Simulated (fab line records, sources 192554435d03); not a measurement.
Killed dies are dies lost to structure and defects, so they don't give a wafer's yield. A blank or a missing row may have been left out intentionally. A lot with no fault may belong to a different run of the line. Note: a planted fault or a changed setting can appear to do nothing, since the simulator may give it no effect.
What tool caused it?    flow n5-finfet    24 lots with 72 wafers sampled at 4 steps, on a route of 1938 steps

## WHAT THE GAUGES SHOWED, per wafer
N5_BEOL_M4_THK_MEAS_53: measures by xrf.
lot   measured      on             M4_THK (nm)
L074  day 7 20:31   film-metro-01  37.8 39.1 40.5
L075  day 7 22:50   film-metro-02  40.7 40.1 40.1
L076  day 8 14:05   film-metro-02  38.0 38.2 35.7
L077  day 8 17:35   film-metro-02  39.9 38.5 40.5
L078  day 8 19:41   film-metro-02  38.8 39.7 41.2
L080  day 9 05:11   film-metro-01  40.6 39.9 39.6
L079  day 9 17:50   film-metro-01  39.5 39.6 39.8
L081  day 9 18:07   film-metro-01  41.6 41.7 41.4
L082  day 9 20:44   film-metro-01  41.1 40.2 42.3
L083  day 9 23:37   film-metro-02  41.0 39.8 40.0
L084  day 10 16:53  film-metro-02  40.6 39.7 39.4
L086  day 11 05:18  film-metro-02  39.6 38.9 39.7
L085  day 11 06:27  film-metro-01  38.7 39.8 39.0
L089  day 11 10:13  film-metro-01  42.0 41.5 40.3
L087  day 11 10:19  film-metro-02  39.5 39.4 40.8
L088  day 11 18:28  film-metro-02  41.2 42.0 40.5
L090  day 12 08:26  film-metro-02  43.1 43.9 42.2
L091  day 12 12:13  film-metro-01  39.5 40.6 40.3
L093  day 12 13:37  film-metro-01  39.3 41.1 40.7
L092  day 12 16:10  film-metro-02  41.0 39.4 40.8
L094  day 12 17:49  film-metro-02  41.4 40.1 40.3
L097  day 13 15:21  film-metro-01  41.0 41.9 41.5
L095  day 13 19:20  film-metro-01  40.5 40.1 41.0
L096  day 13 21:33  film-metro-01  41.2 40.7 39.8

## WHICH TOOL RAN EACH LOT (tool, then ch and the chambers of the sampled wafers, then the start)
lot   N5_BEOL_M4_SURFACE_TREAT_85   N5_BEOL_M4_ANNEAL_49          N5_BEOL_M4_SPUTTER_81
L074  pvd-sputter-03, day 7 17:11   pvd-sputter-02, day 7 17:46   pvd-sputter-02, day 7 18:08
L075  pvd-sputter-02, day 7 20:04   pvd-sputter-02, day 7 20:22   pvd-sputter-02, day 7 20:43
L076  pvd-sputter-01, day 8 11:11   pvd-sputter-02, day 8 11:37   pvd-sputter-02, day 8 11:58
L077  pvd-sputter-03, day 8 14:36   pvd-sputter-02, day 8 15:07   pvd-sputter-02, day 8 15:28
L078  pvd-sputter-03, day 8 16:37   pvd-sputter-02, day 8 16:57   pvd-sputter-02, day 8 17:19
L080  pvd-sputter-03, day 9 02:21   pvd-sputter-03, day 9 02:43   pvd-sputter-03, day 9 03:04
L079  pvd-sputter-03, day 9 15:02   pvd-sputter-03, day 9 15:22   pvd-sputter-03, day 9 15:44
L081  pvd-sputter-03, day 9 15:04   pvd-sputter-02, day 9 15:24   pvd-sputter-02, day 9 15:46
L082  pvd-sputter-01, day 9 17:57   pvd-sputter-01, day 9 18:16   pvd-sputter-01, day 9 18:37
L083  pvd-sputter-02, day 9 20:40   pvd-sputter-02, day 9 21:08   pvd-sputter-02, day 9 21:30
L084  pvd-sputter-03, day 10 13:19  pvd-sputter-01, day 10 14:07  pvd-sputter-01, day 10 14:29
L086  pvd-sputter-01, day 11 02:01  pvd-sputter-02, day 11 02:50  pvd-sputter-02, day 11 03:11
L085  pvd-sputter-01, day 11 02:08  pvd-sputter-03, day 11 03:52  pvd-sputter-03, day 11 04:13
L089  pvd-sputter-02, day 11 07:21  pvd-sputter-02, day 11 07:45  pvd-sputter-02, day 11 08:07
L087  pvd-sputter-02, day 11 07:31  pvd-sputter-01, day 11 07:52  pvd-sputter-01, day 11 08:13
L088  pvd-sputter-02, day 11 15:39  pvd-sputter-02, day 11 15:59  pvd-sputter-02, day 11 16:21
L090  pvd-sputter-01, day 12 04:06  pvd-sputter-03, day 12 05:58  pvd-sputter-03, day 12 06:19
L091  pvd-sputter-03, day 12 08:43  pvd-sputter-03, day 12 09:02  pvd-sputter-03, day 12 09:23
L093  pvd-sputter-02, day 12 09:09  pvd-sputter-01, day 12 10:53  pvd-sputter-01, day 12 11:15
L092  pvd-sputter-01, day 12 13:07  pvd-sputter-02, day 12 13:25  pvd-sputter-02, day 12 13:46
L094  pvd-sputter-02, day 12 13:14  pvd-sputter-01, day 12 13:35  pvd-sputter-01, day 12 14:19
L097  pvd-sputter-02, day 13 12:30  pvd-sputter-02, day 13 12:50  pvd-sputter-02, day 13 13:12
L095  pvd-sputter-01, day 13 16:00  pvd-sputter-02, day 13 16:36  pvd-sputter-02, day 13 16:58
L096  pvd-sputter-03, day 13 18:43  pvd-sputter-02, day 13 19:05  pvd-sputter-02, day 13 19:26
- N5_BEOL_M4_SURFACE_TREAT_85
- N5_BEOL_M4_ANNEAL_49: time 240 s.
- N5_BEOL_M4_SPUTTER_81: material Cu, target thk 4.5 nm, time 8.29 s.

## AS READ BY THE TOOLS THEMSELVES (means over the sampled wafers that have a number; for cases with no such wafer, the mark the record gives instead)
N5_BEOL_M4_ANNEAL_49.
lot   tool            heater-power-w (W)
L074  pvd-sputter-02  752
L075  pvd-sputter-02  750
L076  pvd-sputter-02  805
L077  pvd-sputter-02  773
L078  pvd-sputter-02  840
L080  pvd-sputter-03  950
L079  pvd-sputter-03  894
L081  pvd-sputter-02  806
L082  pvd-sputter-01  799
L083  pvd-sputter-02  829
L084  pvd-sputter-01  760
L086  pvd-sputter-02  782
L085  pvd-sputter-03  920
L089  pvd-sputter-02  830
L087  pvd-sputter-01  829
L088  pvd-sputter-02  793
L090  pvd-sputter-03  854
L091  pvd-sputter-03  827
L093  pvd-sputter-01  836
L092  pvd-sputter-02  826
L094  pvd-sputter-01  836
L097  pvd-sputter-02  894
L095  pvd-sputter-02  771
L096  pvd-sputter-02  817

N5_BEOL_M4_SPUTTER_81.
lot   tool            throttle-valve-pct (%)
L074  pvd-sputter-02  30.3
L075  pvd-sputter-02  29.9
L076  pvd-sputter-02  29.0
L077  pvd-sputter-02  30.4
L078  pvd-sputter-02  29.6
L080  pvd-sputter-03  30.1
L079  pvd-sputter-03  30.5
L081  pvd-sputter-02  30.7
L082  pvd-sputter-01  29.2
L083  pvd-sputter-02  29.5
L084  pvd-sputter-01  30.4
L086  pvd-sputter-02  30.3
L085  pvd-sputter-03  30.2
L089  pvd-sputter-02  29.5
L087  pvd-sputter-01  28.8
L088  pvd-sputter-02  30.7
L090  pvd-sputter-03  29.6
L091  pvd-sputter-03  29.6
L093  pvd-sputter-01  29.4
L092  pvd-sputter-02  29.5
L094  pvd-sputter-01  28.8
L097  pvd-sputter-02  28.6
L095  pvd-sputter-02  30.3
L096  pvd-sputter-02  29.0

## THE ANSWER, worked out from the rows above alone
Rule: the lots themselves supply what counts as usual. The widest of any qualifying gaps counts: lots, ordered by their means at a reading, are off when they make up no more than a third of the lots, leave a main group of 4 or more, and stand apart from it by 3 or more times the standard deviation of that group's means. A main group whose means are all the same, to the digits that the tables above print for the reading, isn't used. A lot without any number at a reading at which 4 lots or more have one is off too. Where the step has rows for the other lots, those lots are counted as sound. The gauges are gone through in route order, then the tools' own readings, and for those a lot's mean is taken as printed above. The first step at which some lot is off is used, and at that step the reading that is off furthest; a lot without a number counts as furthest.
No lot is off on any of the readings shown, so nothing can be concluded from this.

## WHAT THE SIMULATOR HAD PUT IN
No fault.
